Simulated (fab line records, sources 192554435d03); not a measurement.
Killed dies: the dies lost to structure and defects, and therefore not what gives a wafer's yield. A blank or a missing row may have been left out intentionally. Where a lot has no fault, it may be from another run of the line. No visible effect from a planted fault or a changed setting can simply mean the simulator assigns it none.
The same fault as seen by 3 desks || flow n5Finfet || only its own numbers are on each desk; what lay behind them is given at the end

## THE DEFECT DESK
What the inspections along the route counted, lot by lot: means of the sampled wafers that have a number. A lot is out of limits, marked OUT, if its mean lies more than 4 standard deviations from the usual mean; the brackets give that distance.
Columns: A = rawDefectCount at N5_SDB_INSPECT_13, usual 74
{"lot": "L218", "first seen here": "day 4 23:22", "A": 97}
{"lot": "L222", "first seen here": "day 5 23:47", "A": 73}
{"lot": "L227", "first seen here": "day 7 10:05", "A": 66}
{"lot": "L229", "first seen here": "day 7 17:35", "A": 118}
{"lot": "L230", "first seen here": "day 8 00:19", "A": 74}
{"lot": "L233", "first seen here": "day 8 16:10", "A": 94}
{"lot": "L236", "first seen here": "day 9 16:33", "A": 58}
This desk's verdict: no lot among the 7 shows anything out of limits.

## AT THE TOOL OWNER'S DESK: rieDiel-01
The tool's own readings at N5_SDB_ETCH_18 (etches SOC in N2/H2, target depth 100 nm, overetch 20 nm, time 150 s): means of the sampled wafers that have a number, for each lot that ran on this tool. A lot is out of limits, marked OUT, if its mean lies more than 4 standard deviations from the usual mean; the brackets give that distance.
Columns: A = drypumpMotorCurrentA at N5_SDB_ETCH_18, usual 5.8 A; B = oesProductAu at N5_SDB_ETCH_18, usual 0.74 a.u.; C = rfVppV at N5_SDB_ETCH_18, usual 525.1 V; D = showerheadPlenumPTorr at N5_SDB_ETCH_18, usual 2.58 Torr; E = throttleValvePct at N5_SDB_ETCH_18, usual 17.81 %
{"lot": "L222", "first seen here": "day 5 23:53", "A": 5.6, "B": 0.82, "C": 529.1, "D": 2.70, "E": 17.77}
{"lot": "L227", "first seen here": "day 7 10:46", "A": 6.0, "B": 0.62, "C": 525.1, "D": 2.55, "E": 17.98}
{"lot": "L229", "first seen here": "day 7 17:50", "A": 6.0, "B": 0.62, "C": 524.1, "D": 2.55, "E": 17.98}
{"lot": "L230", "first seen here": "day 8 00:26", "A": 6.0, "B": 0.69, "C": 525.0, "D": 2.60, "E": 17.94}
This desk's verdict: no lot among the 4 shows anything out of limits.

## AT THE METROLOGY DESK
What the gauges read, lot by lot, whatever tool the lot ran on: means of the sampled wafers that have a number. A lot is out of limits, marked OUT, if its mean lies more than 4 standard deviations from the usual mean; the brackets give that distance. Of its 12 readings 7 are shown: those that lie furthest out on some lot.
Columns: A = DIBL_N at N5_BEOL_M4_RC_MEAS_101, usual 36.9 mV/V; B = DIBL_P at N5_BEOL_M4_RC_MEAS_101, usual 37.3 mV/V; C = ION_N at N5_BEOL_M4_RC_MEAS_101, usual 673 uA/um; D = ION_P at N5_BEOL_M4_RC_MEAS_101, usual 463 uA/um; E = SS_N at N5_BEOL_M4_RC_MEAS_101, usual 71.6 mV/dec; F = SS_P at N5_BEOL_M4_RC_MEAS_101, usual 73.4 mV/dec; G = VT_P at N5_BEOL_M4_RC_MEAS_101, usual -250 mV
{"lot": "L218", "first seen here": "day 4 23:19", "A": 35.5, "B": 34.2, "C": 671, "D": 453, "E": 71.2, "F": 72.9, "G": -255}
{"lot": "L222", "first seen here": "day 5 23:43", "A": 36.1, "B": 38.7, "C": 674, "D": 461, "E": 71.6, "F": 73.9, "G": -251}
{"lot": "L227", "first seen here": "day 7 10:02", "A": 38.4, "B": 38.3, "C": 694, "D": 478, "E": 72.0, "F": 73.7, "G": -247}
{"lot": "L229", "first seen here": "day 7 17:32", "A": 35.3, "B": 35.3, "C": 667, "D": 461, "E": 72.0, "F": 73.3, "G": -252}
{"lot": "L230", "first seen here": "day 8 00:15", "A": 37.0, "B": 38.5, "C": 677, "D": 463, "E": 71.8, "F": 73.5, "G": -248}
{"lot": "L233", "first seen here": "day 8 16:07", "A": 34.5, "B": 34.4, "C": 676, "D": 461, "E": 70.9, "F": 73.0, "G": -255}
{"lot": "L236", "first seen here": "day 9 16:29", "A": 36.2, "B": 36.1, "C": 670, "D": 464, "E": 71.1, "F": 72.3, "G": -251}
This desk's verdict: no lot among the 7 shows anything out of limits.

## BROUGHT TOGETHER
Nothing the defect desk looked at was out of limits.
The desk of the tool owner found nothing out of limits.
The metrology desk saw nothing out of limits.

## WHAT THE SIMULATOR HAD PUT IN
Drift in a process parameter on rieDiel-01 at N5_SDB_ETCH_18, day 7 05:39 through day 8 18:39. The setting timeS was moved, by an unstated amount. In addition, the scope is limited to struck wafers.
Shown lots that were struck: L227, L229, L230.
